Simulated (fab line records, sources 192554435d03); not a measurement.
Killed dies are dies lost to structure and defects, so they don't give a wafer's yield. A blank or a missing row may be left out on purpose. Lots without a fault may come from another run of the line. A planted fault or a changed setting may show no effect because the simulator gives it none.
Which tool did it? | flow n5_finfet | 9 lots, 27 wafers sampled, at 5 steps of a route of 1938

WHAT THE GAUGES READ, wafer by wafer
N5_BEOL_M4_RC_MEAS_101.
lot  | measured     | on        | DIBL_N (mV/V)
L427 | day 9 09:45  | prober-02 | 35.2 37.9 36.1
L428 | day 9 16:14  | prober-02 | 33.4 35.9 33.5
L429 | day 9 21:19  | prober-01 | 36.9 35.8 36.2
L430 | day 9 22:42  | prober-01 | 33.8 36.2 35.3
L438 | day 11 22:12 | prober-02 | 35.7 33.7 35.3
L439 | day 12 07:55 | prober-02 | 37.0 37.5 37.3
L442 | day 13 02:41 | prober-02 | 38.5 38.7 38.1
L444 | day 13 22:22 | prober-02 | 35.7 33.3 35.0
L445 | day 14 04:43 | prober-02 | 36.6 37.2 34.9

WHICH TOOL RAN EACH LOT (tool, then ch and the chambers of the sampled wafers, then the start)
lot  | N5_BEOL_M4_ETCH_77                 | N5_BEOL_M4_STRIP_36                | N5_BEOL_M4_ALD_84                   | N5_BEOL_M4_ANNEAL_49
L427 | rie_diel-02 ch 1,2,3, day 8 21:07  | rie_diel-01 ch 0,3, day 8 23:07    | ald_metal-02 ch 0,2, day 8 23:54    | pvd_sputter-03, day 9 02:17
L428 | rie_diel-01 ch 0,2,3, day 9 01:56  | rie_diel-05 ch 0,2, day 9 11:56    | ald_metal-02 ch 0,1,3, day 9 12:38  | pvd_sputter-03, day 9 13:28
L429 | rie_diel-05 ch 0,2,3, day 9 13:37  | rie_diel-02 ch 0,1, day 9 15:04    | ald_metal-02 ch 0,3, day 9 15:55    | pvd_sputter-01, day 9 18:14
L430 | rie_diel-02 ch 0,1,3, day 9 14:14  | rie_diel-01 ch 1,2,3, day 9 18:19  | ald_metal-02 ch 1,2, day 9 19:08    | pvd_sputter-03, day 9 19:55
L438 | rie_diel-05 ch 0,2,3, day 11 10:33 | rie_diel-05 ch 1,2,3, day 11 17:42 | ald_metal-01 ch 0,2,3, day 11 18:37 | pvd_sputter-02, day 11 19:23
L439 | rie_diel-01 ch 1,2, day 12 02:30   | rie_diel-01 ch 1,3, day 12 03:35   | ald_metal-01 ch 1,2,3, day 12 04:34 | pvd_sputter-03, day 12 05:08
L442 | rie_diel-02 ch 0,3, day 12 17:29   | rie_diel-05 ch 0,2,3, day 12 21:05 | ald_metal-02 ch 0,1, day 12 21:40   | pvd_sputter-02, day 12 23:54
L444 | rie_diel-01 ch 0,1,3, day 13 17:01 | rie_diel-01 ch 0,1,2, day 13 18:23 | ald_metal-01 ch 0,1,2, day 13 18:56 | pvd_sputter-02, day 13 19:31
L445 | rie_diel-05 ch 0,1,2, day 13 17:59 | rie_diel-01 ch 0,1,2, day 13 23:26 | ald_metal-04 ch 1,2,3, day 14 00:09 | pvd_sputter-01, day 14 01:56
- N5_BEOL_M4_ETCH_77: etches underlayer in N2/H2, target depth 6.5 nm, time 5.2 s.
- N5_BEOL_M4_STRIP_36: strips in N2/H2.
- N5_BEOL_M4_ALD_84: deposits TaN, pulse time 2 s, purge time 3 s, co reactant purge time 2 s.
- N5_BEOL_M4_ANNEAL_49: time 240 s.

THE ANSWER, worked out from the rows above alone
Rule: what is usual is taken from the lots themselves. Put in order of their means at a reading, lots are off if they are a third of the lots or fewer, leave a main group of 4 or more, and stand apart from it by a gap of 3 or more times the standard deviation of the main group's means; of several such gaps the widest counts. A main group whose means are all the same, to the digits that the tables above print for the reading, isn't used. A lot without any number at a reading at which 4 lots or more have one is off too. The other lots that the step has rows for count as sound.
No lot is off at any reading shown: from this, nothing can be told.

WHAT THE SIMULATOR HAD PUT IN
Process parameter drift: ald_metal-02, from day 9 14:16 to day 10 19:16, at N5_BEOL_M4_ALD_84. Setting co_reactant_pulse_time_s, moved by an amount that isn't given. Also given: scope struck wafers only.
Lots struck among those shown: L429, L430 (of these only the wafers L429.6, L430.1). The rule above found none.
